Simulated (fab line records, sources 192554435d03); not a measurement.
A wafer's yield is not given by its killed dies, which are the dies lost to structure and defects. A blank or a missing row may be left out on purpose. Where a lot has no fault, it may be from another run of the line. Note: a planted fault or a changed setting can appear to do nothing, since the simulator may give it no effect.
Lot-split experiment + flow n5_finfet + 39 wafers read from 7 lots, route of 1938 steps

== THE SPLIT ==
At N5_BEOL_M13_ETCH_68 (etches SOC in N2/H2, time 355 s), the setting time_s was moved away from the recipe's 355 s on 15 of the 39 wafers read, by -32.6% to +43.9%. This setting was run at the recipe's value on the other wafers.

The split's own step is where the reading is taken.

== THE READING ==
SiARC_of_BEOL_M13_COAT_66.thk_nm (the simulator's own value, which no gauge read), in nm, at N5_BEOL_M13_ETCH_68 (etches SOC in N2/H2, time 355 s). No usual value for it is given in the file. Here, 24 wafers ran the recipe; their average is 76.8 nm with a standard deviation of 0.49 nm.

| wafer  | tool, chamber at the split | time_s as run, s | against the recipe | SiARC_of_BEOL_M13_COAT_66.thk_nm, nm | against lot-mates on the recipe |
|--------|----------------------------|------------------|--------------------|--------------------------------------|---------------------------------|
| L075.1 | rie_diel-01, 2             | 498.7            | +40.5%             | 63.2                                 | -13.4                           |
| L075.2 | rie_diel-01, 3             | 498.7            | +40.5%             | 62.6                                 | -14.0                           |
| L075.3 | rie_diel-01, 1,0,2         | 355              | recipe             | 76.6                                 | -                               |
| L075.4 | rie_diel-01, 1,0,2         | 355              | recipe             | 76.6                                 | -                               |
| L075.6 | rie_diel-01, 1,0,2         | 355              | recipe             | 76.6                                 | -                               |
| L075.5 | rie_diel-01, 3             | 498.7            | +40.5%             | 62.2                                 | -14.4                           |
| L079.1 | rie_diel-01, 3             | 355              | recipe             | 76.6                                 | -                               |
| L079.3 | rie_diel-01, 2             | 355              | recipe             | 77                                   | -                               |
| L079.6 | rie_diel-01, 2             | 355              | recipe             | 77.4                                 | -                               |
| L080.1 | rie_diel-04, 1             | 355              | recipe             | 77.2                                 | -                               |
| L080.2 | rie_diel-04, 3             | 431.4            | +21.5%             | 70.8                                 | -6.4                            |
| L080.3 | rie_diel-04, 0             | 355              | recipe             | 76.8                                 | -                               |
| L080.4 | rie_diel-04, 3             | 355              | recipe             | 77.6                                 | -                               |
| L080.5 | rie_diel-04, 0             | 431.4            | +21.5%             | 69.6                                 | -7.6                            |
| L080.6 | rie_diel-04, 1             | 431.4            | +21.5%             | 70                                   | -7.2                            |
| L083.1 | rie_diel-03, 2,1,2         | 355              | recipe             | 77                                   | -                               |
| L083.2 | rie_diel-03, 2,1,2         | 355              | recipe             | 77                                   | -                               |
| L083.6 | rie_diel-03, 2,1,2         | 355              | recipe             | 77                                   | -                               |
| L083.3 | rie_diel-03, 0             | 281.5            | -20.7%             | 82.8                                 | +5.8                            |
| L083.4 | rie_diel-03, 0             | 281.5            | -20.7%             | 82.6                                 | +5.6                            |
| L083.5 | rie_diel-03, 1             | 281.5            | -20.7%             | 83.6                                 | +6.6                            |
| L084.1 | rie_diel-01, 1             | 510.8            | +43.9%             | 62.2                                 | -14.7                           |
| L084.6 | rie_diel-01, 1             | 510.8            | +43.9%             | 62.2                                 | -14.7                           |
| L084.2 | rie_diel-01, 0             | 510.8            | +43.9%             | 62                                   | -14.9                           |
| L084.3 | rie_diel-01, 2,0           | 355              | recipe             | 77.2                                 | -                               |
| L084.5 | rie_diel-01, 2,0           | 355              | recipe             | 77.2                                 | -                               |
| L084.4 | rie_diel-01, 3             | 355              | recipe             | 76.4                                 | -                               |
| L092.1 | rie_diel-03, 3             | 239.3            | -32.6%             | 87.6                                 | +11.6                           |
| L092.2 | rie_diel-03, 2             | 355              | recipe             | 76.8                                 | -                               |
| L092.3 | rie_diel-03, 0             | 355              | recipe             | 75.2                                 | -                               |
| L092.4 | rie_diel-03, 1             | 239.3            | -32.6%             | 87.4                                 | +11.4                           |
| L092.5 | rie_diel-03, 3             | 355              | recipe             | 76                                   | -                               |
| L092.6 | rie_diel-03, 0             | 239.3            | -32.6%             | 86.4                                 | +10.4                           |
| L093.1 | rie_diel-03, 0             | 355              | recipe             | 76.8                                 | -                               |
| L093.2 | rie_diel-03, 3,2           | 355              | recipe             | 77                                   | -                               |
| L093.3 | rie_diel-03, 3,2           | 355              | recipe             | 77                                   | -                               |
| L093.4 | rie_diel-03, 1             | 355              | recipe             | 77.2                                 | -                               |
| L093.5 | rie_diel-03, 1             | 355              | recipe             | 76.6                                 | -                               |
| L093.6 | rie_diel-03, 0             | 355              | recipe             | 76.2                                 | -                               |
Rows listing several chambers each stand for several wafers; the file does not say which wafer went through which chamber.

FIT RESULTS
A straight line over all 39 wafers: SiARC_of_BEOL_M13_COAT_66.thk_nm changes by -0.329 nm for each +1% of time_s; r = -1.00; the points scatter about the line by 0.57 nm.
The same after taking each lot's own level away (the mean of its wafers on the recipe; 39 wafers): -0.335 nm for each +1%; r = -1.00; scatter 0.48 nm.
According to that fit, moving time_s by its largest amount changes the reading by 15 nm.
The lots' own levels span 76.00 to 77.20 nm, that is 2.4 times the standard deviation above.
Consequently the slope shifts little with the lot-to-lot level, the two slopes agreeing.
Check: for one of the wafers moved furthest among these (+43.9%), held out of the fit, the line's prediction against its lot-mates is -14.8 nm. It came out at -14.7 nm against them.

== FURTHER SPLITS ON THESE WAFERS ==
Other splits were also applied to these wafers ahead of the reading. Each is held against what the fit with the lots' levels taken away leaves over:
| other split on the same wafers  | wafers away from the commonest value | r with SiARC_of_BEOL_M13_COAT_66.thk_nm (lot level and that fit taken away) |
|---------------------------------|--------------------------------------|-----------------------------------------------------------------------------|
| N5_BEOL_M10_PECVD_70 time_s     | 12                                   | -0.03                                                                       |
| N5_BEOL_M12_DEP_53 target_thk_a | 15                                   | -0.02                                                                       |

== FILE'S OWN FIT ==
SiARC_of_BEOL_M13_COAT_66.thk_nm changes by -0.336 nm for each +1% of time_s, r = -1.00.
